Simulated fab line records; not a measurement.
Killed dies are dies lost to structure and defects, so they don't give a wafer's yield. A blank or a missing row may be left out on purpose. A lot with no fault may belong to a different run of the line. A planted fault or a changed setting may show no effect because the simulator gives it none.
Chamber matching	flow n5Finfet	3 sister chambers for N5_BEOL_M6_PECVD_70 on pecvd-03
The step deposits SiO2 from TEOS/O2, target thk 20 nm, time 22.7 s. 16 wafers are shown with their chamber, then 8 later ones without.

## WAFERS, EACH WITH ITS CHAMBER
wafer	chamber	throttleValvePct (%)	heaterPowerW (W)	showerheadPlenumPTorr (Torr)
L074.3	0	23.9	582	8.80
L074.4	0	24.2	589	8.80
L074.5	1	24.9	691	8.81
L075.1	0	24.2	551	8.80
L075.3	0	23.9	534	8.81
L075.6	1	25.1	629	8.80
L081.1	1	24.8	656	8.77
L081.2	0	24.0	532	8.81
L081.5	0	24.0	559	8.77
L084.2	2	22.5	781	8.79
L084.4	1	24.9	681	8.82
L084.5	0	23.8	535	8.80
L092.2	1	24.6	683	8.78
L092.3	0	24.1	587	8.77
L092.5	2	22.8	868	8.77
L093.1	2	22.3	893	8.77

SIGNATURES, as means of the wafers listed above
reading	chamber 0	chamber 1	chamber 2	scatter within a chamber
throttleValvePct	24.012	24.860	22.533	0.177
heaterPowerW	558.62	668.00	847.33	32.5
showerheadPlenumPTorr	8.7950	8.7960	8.7767	0.0171
Rule: a wafer lies at a distance from a chamber equal to the root of the sum of squares, over the readings, of (its reading less the chamber's mean, divided by the reading's scatter). The wafer belongs to the nearest chamber; if the next one is less than 2 further off, it can't be placed. The scatter is the square root of a quotient: the sum, over the shown wafers, of each reading's squared deviation from its chamber's mean, divided by wafers minus chambers.

## WAFERS WITH NO CHAMBER GIVEN
wafer	throttleValvePct (%)	heaterPowerW (W)	showerheadPlenumPTorr (Torr)
L093.4	24.7	612	8.79
L093.6	23.9	583	8.81
L095.2	23.8	613	8.78
L095.3	24.8	675	8.80
L095.4	24.8	685	8.79
L096.3	24.8	681	8.76
L096.4	25.1	699	8.79
L096.5	22.7	811	8.76

## WHICH CHAMBER EACH WENT THROUGH
wafer	from the rows above	in truth
L093.4	1	1
L093.6	0	0
L095.2	0	0
L095.3	1	1
L095.4	1	1
L096.3	1	1
L096.4	1	1
L096.5	2	2
Correct placement for 8 of the 8. Not placeable from these rows: 0. Placed wrongly: 0.
